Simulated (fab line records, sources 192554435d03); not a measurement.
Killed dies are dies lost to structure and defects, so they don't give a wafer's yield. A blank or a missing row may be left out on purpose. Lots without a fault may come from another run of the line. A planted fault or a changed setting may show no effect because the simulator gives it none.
fab line records | flow n5_finfet
record lots=9 wafers=25 last_day=19
route steps=1938 shown BEOL_M4@1044 PASSIVATION@1936
lots that met no fault: from a run of the same line without faults
start_h: hours from the record's first day to the start of the lot's first wafer shown | wait_h: hours since the lot's step before | " the same as in the row above | L1.1+2: a row that stands for several wafers | - no value, or no start given | * or withheld: withheld | < > ~ a bound
route shown NAME@n: a module of which the file shows steps, and the number in the route of the first | usual: mean/standard deviation of fault-free wafers | same: alike in all rows | chamber/n: place in a boat | sites: the reading at each site | _std_site: their standard deviation | _edge_site: outer sites' mean less inner sites' | radius_mm: how far each site lies from the wafer's centre | mask NAME#n: copy n | behind: the tool/chamber that last shaped the wafer | hold: why the lot was held/for how many hours/how that ended | device: the transistor (n, p or np) that didn't switch | end of line: the same wafers' tests at the end of the route | a step without rows: its recipe alone | killed: dies lost to structure and defects at the first sort, not the wafer's yield | map: a wafer's dies, x killed, . not, _ none there
set.NAME: the setting as run; set.NAME@STEP: as run at that earlier step | model.NAME: the simulator's own value behind a step, which no gauge read
steps of the route over a sample of lots; a table a step, a row a wafer
services: from which hour (start_h, from the record's first day; less than 0 if before it) a tool's chamber was out of use, for how many hours, and why
## steps
# step N5_BEOL_M4_HM_OPEN_17
# recipe chemistry=Cl2/BCl3 target_depth_a=200 overetch_a=60 target=TiN mask_material=SOC ion_energy_ev=150 pressure_mtorr=10 icp_w=1000 bias_w=126 Cl2_flow_sccm=53.25 bcl3_flow_sccm=21.75 Ar_flow_sccm=25
# usual chamber_pressure_mTorr=9.999/0.0094 drypump_motor_current_A=5.7/0.44 oes_product_au=0.68/0.059 throttle_valve_pct=22.06/0.11
# columns lot.wafer tool chamber start_h wait_h chamber_pressure_mTorr drypump_motor_current_A oes_product_au rf_hours_counter_h throttle_valve_pct
L757.2 rie_metal-02 1 149.44 0.0 9.997 6.2 0.61 53 22.12
L757.3 " 1 " " 10.005 6.1 0.61 - 22.12
L757.4 " 0 " " 9.992 5.6 0.65 - 21.94
L760.4 rie_metal-01 1 173.44 0.1 9.985 5.3 0.73 - 22.04
L760.5 " 1 " " 9.986 5.2 0.73 - 22.03
L760.6 " 0 " " 10.007 5.3 0.74 - 22.08
L764.3 rie_metal-02 1 216.91 0.1 10.003 6.1 0.60 - 22.12
L764.5 " 1 " " 9.987 6.1 0.60 - 22.12
L764.6 " 0 " " 10.004 5.6 0.66 - 21.93
L767.2 rie_metal-02 1 229.65 0.0 9.995 6.1 0.61 58 22.14
L767.3 " 0 " " 10.000 5.6 0.64 - 21.95
L767.4 " 1 " " 9.986 6.1 0.60 - 22.12
L770.2 rie_metal-03 0 255.19 0.0 9.990 5.6 0.61 66 21.93
L770.4 " 1 " " 10.011 6.4 0.75 - 22.20
L773.2 rie_metal-03 1 263.04 0.0 9.998 6.4 0.74 11 22.23
L773.4 " 0 " " 9.995 5.6 0.61 - 21.93
L778.2 rie_metal-01 0 290.55 0.1 9.996 5.3 0.70 - 22.12
L778.3 " 0 " " 9.989 5.3 0.71 - 22.10
L778.6 " 0 " " 9.982 5.3 0.71 - 22.11
L780.1 rie_metal-01 1 308.33 0.0 10.012 5.2 0.68 35 22.07
L780.3 " 0 " " 9.990 5.3 0.70 - 22.14
L780.6 " 0 " " 9.985 5.3 0.70 - 22.13
L779.4 rie_metal-03 0 315.25 0.1 10.015 5.6 0.61 - 21.94
L779.5 " 0 " " 10.005 5.6 0.60 - 21.93
L779.6 " 1 " " 10.006 6.5 0.73 - 22.23
# step N5_BEOL_M4_CD_MEAS_18
# recipe pitch_nm=36 target_cd_nm=18
# usual cd_nm=17.98/0.29
# columns lot.wafer tool chamber start_h wait_h cd_nm
L757.2 cd_sem-03 - 149.62 0.1 17.97
L757.3 " - " " 17.91
L757.4 " - " " 17.41
L760.4 cd_sem-03 - 173.60 0.1 17.73
L760.5 " - " " 17.76
L760.6 " - " " 17.40
L764.3 cd_sem-03 - 217.30 0.1 18.19
L764.5 " - " " 18.65
L764.6 " - " " 18.55
L767.2 cd_sem-03 - 229.84 0.1 18.04
L767.3 " - " " 18.22
L767.4 " - " " 18.34
L770.2 cd_sem-03 - 255.44 0.1 17.98
L770.4 " - " " 18.13
L773.2 cd_sem-01 - 263.22 0.1 18.47
L773.4 " - " " 18.53
L778.2 cd_sem-01 - 290.80 0.1 18.01
L778.3 " - " " 17.90
L778.6 " - " " 17.64
L780.1 cd_sem-03 - 308.51 0.0 17.67
L780.3 " - " " 17.74
L780.6 " - " " 18.18
L779.4 cd_sem-02 - 315.42 0.1 17.98
L779.5 " - " " 18.03
L779.6 " - " " 18.26
# step N5_BEOL_M4_EXPOSE_25
# recipe mask_id=V3 na=0.33 source_shape=quasar sigma_inner=0.2 sigma_outer=0.8 polarization=unpolarized defocus_nm=5 dose_mj=63
# columns lot.wafer tool chamber start_h wait_h mask
L757.2+3+4 euv_scanner-02 0 149.80 - V3#0
L760.4+5+6 euv_scanner-01 0 173.80 - V3#0
L764.3+5+6 euv_scanner-01 0 217.48 - V3#0
L767.2+3+4 euv_scanner-02 0 230.14 - V3#0
L770.2+4 euv_scanner-02 0 255.62 - V3#0
L773.2+4 euv_scanner-02 0 263.40 - V3#0
L778.2+3+6 euv_scanner-01 0 290.98 - V3#0
L780.1+3+6 euv_scanner-01 0 308.81 - V3#0
L779.4+5+6 euv_scanner-01 0 315.62 - V3#0
# step N5_BEOL_M4_CD_MEAS_28
# recipe target_cd_nm=26.2 landing_energy_ev=500 detector=se_inlens target_cd_y_nm=24.1 polarity=opening
# usual cd_nm=26.17/0.23
# columns lot.wafer tool chamber start_h wait_h cd_nm
L757.2 cd_sem-03 0 149.94 - 26.41
L757.3 " 0 " " 26.23
L757.4 " 0 " " 26.45
L760.4 cd_sem-03 0 173.92 - 26.03
L760.5 " 0 " " 26.48
L760.6 " 0 " " 26.13
L764.3 cd_sem-03 0 217.61 - 26.15
L764.5 " 0 " " 26.13
L764.6 " 0 " " 26.17
L767.2 cd_sem-02 0 230.28 - 25.95
L767.3 " 0 " " 26.33
L767.4 " 0 " " 26.15
L770.2 cd_sem-01 0 255.76 - 26.09
L770.4 " 0 " " 17.96
L773.2 cd_sem-02 0 263.54 - 26.02
L773.4 " 0 " " 19.34
L778.2 cd_sem-02 0 291.11 - 26.37
L778.3 " 0 " " 26.34
L778.6 " 0 " " 25.67
L780.1 cd_sem-01 0 308.96 - 25.92
L780.3 " 0 " " 26.40
L780.6 " 0 " " 26.14
L779.4 cd_sem-03 0 315.74 - 26.00
L779.5 " 0 " " 26.14
L779.6 " 0 " " 26.30
# step N5_BEOL_M4_ETCH_69
# recipe chemistry=CF4 target=SiARC target_depth_a=156 mask_material=CAR-EUV time_s=26 ion_energy_ev=80 pressure_mtorr=40 source_w=545 bias_w=36 Ar_flow_sccm=100 cf4_flow_sccm=100 ends=cleared
# usual chamber_pressure_mTorr=40.00/0.032 drypump_motor_current_A=5.5/0.32 etch_rf_on_time_s=25.9/0.37 oes_product_au=0.69/0.062 rf_vpp_V=184.3/1.1 showerhead_plenum_p_Torr=2.16/0.053 throttle_valve_pct=15.61/0.17
# columns lot.wafer tool chamber start_h wait_h chamber_pressure_mTorr drypump_motor_current_A etch_rf_on_time_s oes_product_au rf_hours_counter_h rf_vpp_V showerhead_plenum_p_Torr throttle_valve_pct
L757.2 rie_diel-01 1 150.11 0.0 40.00 5.9 25.8 0.60 209 184.5 2.20 15.69
L757.3 " 2 " " 39.98 6.1 25.7 0.77 39 183.9 2.26 15.31
L757.4 " 3 " " 40.01 5.7 25.6 0.77 30 183.0 2.09 15.37
L760.4 rie_diel-04 3 174.09 0.0 40.00 5.6 25.7 0.73 49 183.7 2.17 15.54
L760.5 " 1 " " 40.09 5.4 25.5 0.76 - 182.4 2.10 15.49
L760.6 " 2 " " 39.96 5.4 25.5 0.74 - 183.3 2.17 15.57
L764.3 rie_diel-02 0 217.81 0.0 39.97 5.6 25.7 0.59 234 185.9 2.19 16.07
L764.5 " 1 " " 40.00 4.7 26.0 0.69 - 184.5 2.15 15.81
L764.6 " 0 " " 39.98 5.7 25.3 0.60 - 183.8 2.19 16.07
L767.2 rie_diel-04 1 230.45 0.0 40.09 5.4 25.5 0.75 45 183.2 2.10 15.52
L767.3 " 2 " " 40.03 5.5 25.5 0.72 84 185.5 2.17 15.61
L767.4 " 3 " " 39.96 5.6 25.3 0.72 68 185.5 2.17 15.59
L770.2 rie_diel-02 0 255.99 0.0 40.02 5.7 25.9 0.57 249 184.5 2.19 16.09
L770.4 " 1 " " 40.02 4.7 26.4 0.67 121 185.1 2.15 15.84
L773.2 rie_diel-04 3 264.15 0.0 40.01 5.6 25.7 0.70 81 183.5 2.16 15.61
L773.4 " 2 " " 39.99 5.4 25.6 0.70 97 185.6 2.16 15.64
L778.2 rie_diel-01 3 291.29 0.0 40.01 5.7 26.1 0.70 78 183.7 2.08 15.47
L778.3 " 2 " " 39.99 6.1 26.2 0.71 88 185.6 2.24 15.41
L778.6 " 2 " " 39.97 6.1 26.1 0.70 - 184.0 2.24 15.38
L780.1 rie_diel-04 0 309.13 0.0 40.01 5.7 25.9 0.83 9 183.7 2.10 15.39
L780.3 " 3 " " 40.04 5.6 26.0 0.68 96 183.5 2.16 15.65
L780.6 " 2 " " 40.03 5.4 25.7 0.69 - 185.1 2.16 15.67
L779.4 rie_diel-04 3 316.14 0.0 40.06 5.6 25.4 0.69 99 184.7 2.16 15.66
L779.5 " 3 " " 40.02 5.6 25.5 0.69 - 183.0 2.16 15.65
L779.6 " 2 " " 40.00 5.4 25.5 0.69 - 183.1 2.16 15.67
# step N5_BEOL_M4_RC_MEAS_101
# usual DIBL_N=36.2/1.2 DIBL_P=36.3/1.3 IOFF_N=0.155/0.019 IOFF_P=0.210/0.029 ION_N=677/8.6 ION_P=465/6.8 SS_N=71.4/0.48 SS_P=73.2/0.53 VT_N=249.9/2.4 VT_P=-250/3.2
# columns lot.wafer tool chamber start_h wait_h DIBL_N[mV/V] DIBL_P[mV/V] IOFF_N[nA/um] IOFF_P[nA/um] ION_N[uA/um] ION_P[uA/um] SS_N[mV/dec] SS_P[mV/dec] VT_N[mV] VT_P[mV]
L757.2 prober-02 0 158.43 0.2 36.5 36.8 0.157 0.199 672 464 71.7 72.9 250.5 -252
L757.3 " 0 " " 36.3 36.4 0.153 0.198 673 459 71.1 73.6 251.6 -250
L757.4 " 0 " " 37.5 37.9 0.178 0.220 685 469 71.9 72.6 249.3 -250
L760.4 prober-01 0 188.14 0.5 34.5 35.1 0.138 0.196 682 470 70.4 73.4 250.0 -249
L760.5 " 0 " " 34.6 34.9 0.140 0.194 670 465 70.7 72.7 251.1 -251
L760.6 " 0 " " 34.0 34.1 0.121 0.177 664 456 70.3 72.9 253.0 -254
L764.3 prober-01 0 233.15 0.3 35.4 36.0 0.149 0.187 678 464 71.4 72.9 248.8 -254
L764.5 " 0 " " 36.3 36.8 0.161 0.198 689 469 71.6 73.5 249.3 -252
L764.6 " 0 " " 34.9 35.4 0.133 0.178 667 464 71.3 73.0 252.8 -255
L767.2 prober-01 0 245.08 0.2 34.4 33.4 0.117 0.192 669 470 70.6 72.5 253.2 -245
L767.3 " 0 " " 36.1 36.1 0.154 0.227 680 474 71.4 73.4 250.9 -247
L767.4 " 0 " " 37.6 37.4 0.181 0.253 684 470 71.6 74.0 246.6 -247
L770.2 prober-01 0 268.20 0.2 37.0 35.5 0.158 0.207 678 463 71.4 73.4 250.1 -250
L773.2 prober-01 0 280.87 0.2 34.9 35.2 0.129 0.162 666 449 71.6 72.5 256.9 -258
L778.2 prober-02 0 308.16 0.2 37.6 36.5 0.155 0.207 665 457 71.7 72.6 250.2 -250
L778.3 " 0 " " 37.3 37.1 0.156 0.218 680 465 71.6 72.3 250.3 -249
L778.6 " 0 " " 37.2 36.3 0.147 0.203 671 467 71.3 73.1 250.7 -249
L780.1 prober-02 0 322.78 0.0 35.4 33.4 0.128 0.159 657 451 70.9 72.4 252.2 -254
L780.3 " 0 " " 36.9 35.5 0.159 0.188 673 459 71.7 72.8 250.4 -251
L780.6 " 0 " " 37.4 36.0 0.164 0.199 674 458 71.9 73.6 249.7 -252
L779.4 prober-02 0 329.51 0.5 36.7 36.1 0.170 0.206 676 466 71.5 73.0 247.0 -251
L779.5 " 0 " " 36.6 35.9 0.166 0.199 676 461 70.6 73.5 250.3 -252
L779.6 " 0 " " 37.7 38.0 0.184 0.240 690 471 72.1 73.9 245.6 -249
# step N5_PASSIVATION_PROBE_49
# usual defect_limited_yield=91.2/1.4 killed_at_M0_to_M3=34/10 killed_at_M4_up=13/5.1 killed_at_contacts=12/6.5 killed_at_front_end=41/11 killed_at_other=4/3.3 killed_dies=104/16 killed_on_rim=14/3.9 killed_open=69/13 killed_short=33/7 sort_bin_5_function=5.1/0.91 sort_bin_6_memory=3.3/0.69 sort_n_pass=1076/16 sort_yield_pct=91.2/1.4
# same gross_dies=1180 killed_at_back_side=0 sort_bin_4_leakage[%]=0 sort_bin_8_speed[%]=0
# columns lot.wafer tool chamber start_h wait_h defect_limited_yield[%] killed_at_M0_to_M3 killed_at_M4_up killed_at_contacts killed_at_front_end killed_at_other killed_dies killed_on_rim killed_open killed_short sort_bin_5_function[%] sort_bin_6_memory[%] sort_n_pass sort_yield_pct[%]
L770.2 prober-01 - 372.05 0.1 90.3 33 11 22 40 8 114 14 69 45 5.8 3.6 1066 90.3
L770.4 prober-01 - 372.15 0.2 0 40 1096 7 35 2 1180 152 57 31 6.2 3.2 0 0
L773.2 prober-02 - 376.58 0.1 94.2 22 4 19 21 3 69 11 51 18 3.6 2.1 1111 94.2
L773.4 prober-02 - 376.68 0.2 0 28 1092 16 38 6 1180 152 67 32 5.9 3.6 0 0
# killed by level:class
L770.2 STI_FIN_REVEAL:geometric_particle:open=16 MOL_CONTACT_COAG:geometric_particle:open=15 BEOL_M0_SAQP:geometric_particle:open=10 BEOL_M0_SAQP:geometric_particle:short=8 FIN_SAQP:geometric_particle:open=7 MOL_CONTACT_COAG:geometric_particle:short=7 STI_FIN_REVEAL:geometric_particle:short=5 FIN_SAQP:geometric_particle:short=4
L770.4 BEOL_M4:area_expose=1091 BEOL_M0_SAQP:geometric_particle:short=11 FIN_SAQP:geometric_particle:open=8 STI_FIN_REVEAL:geometric_particle:open=8 BEOL_M1:geometric_particle:open=7 MOL_CONTACT_COAG:geometric_particle:open=6 BEOL_M0_SAQP:geometric_particle:open=6 BEOL_M2:geometric_particle:open=6
L773.2 MOL_CONTACT_COAG:geometric_particle:open=19 BEOL_M3:geometric_particle:open=13 GATE_CUT:geometric_particle:short=8 STI_FIN_REVEAL:geometric_particle:open=5 FIN_SAQP:geometric_particle:open=2 ILD0:geometric_particle:short=2 GATE_CUT:geometric_particle:open=2 BEOL_M0_SAQP:geometric_particle:open=2
L773.4 BEOL_M4:area_expose=1081 MOL_CONTACT_COAG:geometric_particle:open=14 FIN_SAQP:geometric_particle:short=10 BEOL_M3:geometric_particle:open=10 STI_FIN_REVEAL:geometric_particle:open=9 FIN_SAQP:geometric_particle:open=7 BEOL_M1:geometric_particle:open=6 BEOL_M0_SAQP:geometric_particle:short=5
## services
# columns tool chamber start_h hours kind
rie_metal-02 0 129.10 1.5 repair
rie_metal-01 - 136.82 1.2 repair
rie_metal-02 1 138.88 2.5 repair
rie_metal-02 0 142.22 4.0 repair
rie_diel-04 3 144.66 14.2 repair
euv_scanner-01 - 148.97 1.0 pm
euv_scanner-02 - 161.07 1.0 pm
rie_metal-02 - 175.48 15.6 pm
euv_scanner-01 - 205.15 1.0 pm
rie_diel-04 1 207.48 14.3 repair
rie_diel-04 - 209.64 0.6 repair
euv_scanner-02 - 217.22 1.0 pm
rie_diel-04 0 217.81 6.3 repair
euv_scanner-02 - 243.42 3.1 repair
euv_scanner-01 - 246.51 4.6 pm
euv_scanner-02 - 252.63 0.4 repair
euv_scanner-01 - 255.27 2.2 repair
euv_scanner-01 - 261.27 1.0 pm
euv_scanner-01 - 272.79 0.5 repair
euv_scanner-02 - 273.37 1.0 pm
euv_scanner-01 - 284.55 0.4 repair
rie_diel-04 - 297.70 2.8 pm
euv_scanner-02 - 306.11 0.4 repair
euv_scanner-02 - 306.65 2.4 repair
## key
first_sign step=N5_BEOL_M4_CD_MEAS_28 reading=cd_nm direction=down sigmas=33 usual=26.17 struck=18.65
effect step=N5_PASSIVATION_PROBE_49 reading=killed_at_M4_up direction=up sigmas=99+ usual=13 struck=1094
more_kills_born_at N5_BEOL_M4_EXPOSE_25@euv_scanner-02=2172
met_at N5_BEOL_M4_EXPOSE_25
struck_lots L770,L773
struck_wafers L770.4,L773.4
later_rows_left_out L770.4,L773.4
not_acting_at N5_BEOL_M4_HM_OPEN_17,N5_BEOL_M4_CD_MEAS_18,N5_BEOL_M4_ETCH_69
onset_between 230.14 255.62
fault kind=process_parameter_drift tool=euv_scanner-02 chamber=- onset_h=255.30 steps=N5_BEOL_M4_EXPOSE_25 channel=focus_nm offset=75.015 shape=step end_h=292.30 scope=struck_wafers_only
# later_rows_left_out: the simulator's readings of these wafers behind a module that went badly wrong aren't trusted and aren't shown, but for the sort
